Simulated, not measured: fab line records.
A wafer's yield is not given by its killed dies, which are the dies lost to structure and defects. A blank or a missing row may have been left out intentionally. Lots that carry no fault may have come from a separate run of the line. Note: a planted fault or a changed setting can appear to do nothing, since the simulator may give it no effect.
Matching of chambers / flow n5 finfet / N5_BEOL_M5_ETCH_68 on rie diel-03 has 4 sister chambers
The step etches SOC in N2/H2, target depth 80 nm, overetch 16 nm, time 120 s. 4 wafers are shown with their chamber, then 10 later ones without.

## WAFERS PAIRED WITH THEIR CHAMBERS
wafer=L084.2; chamber=2; showerhead plenum p Torr (Torr)=2.63
wafer=L088.1; chamber=3; showerhead plenum p Torr (Torr)=2.51
wafer=L089.3; chamber=1; showerhead plenum p Torr (Torr)=2.53
wafer=L089.4; chamber=0; showerhead plenum p Torr (Torr)=2.68

## WAFERS WITH NO CHAMBER GIVEN
wafer=L089.5; showerhead plenum p Torr (Torr)=2.51
wafer=L092.1; showerhead plenum p Torr (Torr)=2.53
wafer=L092.4; showerhead plenum p Torr (Torr)=2.62
wafer=L092.6; showerhead plenum p Torr (Torr)=2.68
wafer=L093.1; showerhead plenum p Torr (Torr)=2.51
wafer=L093.2; showerhead plenum p Torr (Torr)=2.53
wafer=L093.6; showerhead plenum p Torr (Torr)=2.53
wafer=L096.1; showerhead plenum p Torr (Torr)=2.62
wafer=L096.2; showerhead plenum p Torr (Torr)=2.53
wafer=L096.5; showerhead plenum p Torr (Torr)=2.62

## EACH ONE'S CHAMBER
wafer=L089.5; from the rows above=3; in truth=3
wafer=L092.1; from the rows above=1; in truth=1
wafer=L092.4; from the rows above=2; in truth=2
wafer=L092.6; from the rows above=0; in truth=0
wafer=L093.1; from the rows above=3; in truth=3
wafer=L093.2; from the rows above=1; in truth=1
wafer=L093.6; from the rows above=1; in truth=1
wafer=L096.1; from the rows above=2; in truth=2
wafer=L096.2; from the rows above=1; in truth=1
wafer=L096.5; from the rows above=2; in truth=2
Placed correctly: 10 of 10. Can't be placed from these rows: 0. Wrongly placed: 0.
How it was worked out, from the rows above alone: a wafer's distance from a chamber is the root of the sum, over the readings, of the square of ((its reading less the chamber's mean) divided by the reading's scatter). If the next closest chamber is less than 2 further off than the closest, the wafer can't be placed; otherwise it belongs to the closest. A chamber's mean is the mean of its shown wafers. The scatter (one wafer shown for each chamber): square how far every hidden wafer sits from the nearest shown wafer, average those squares and take the square root.
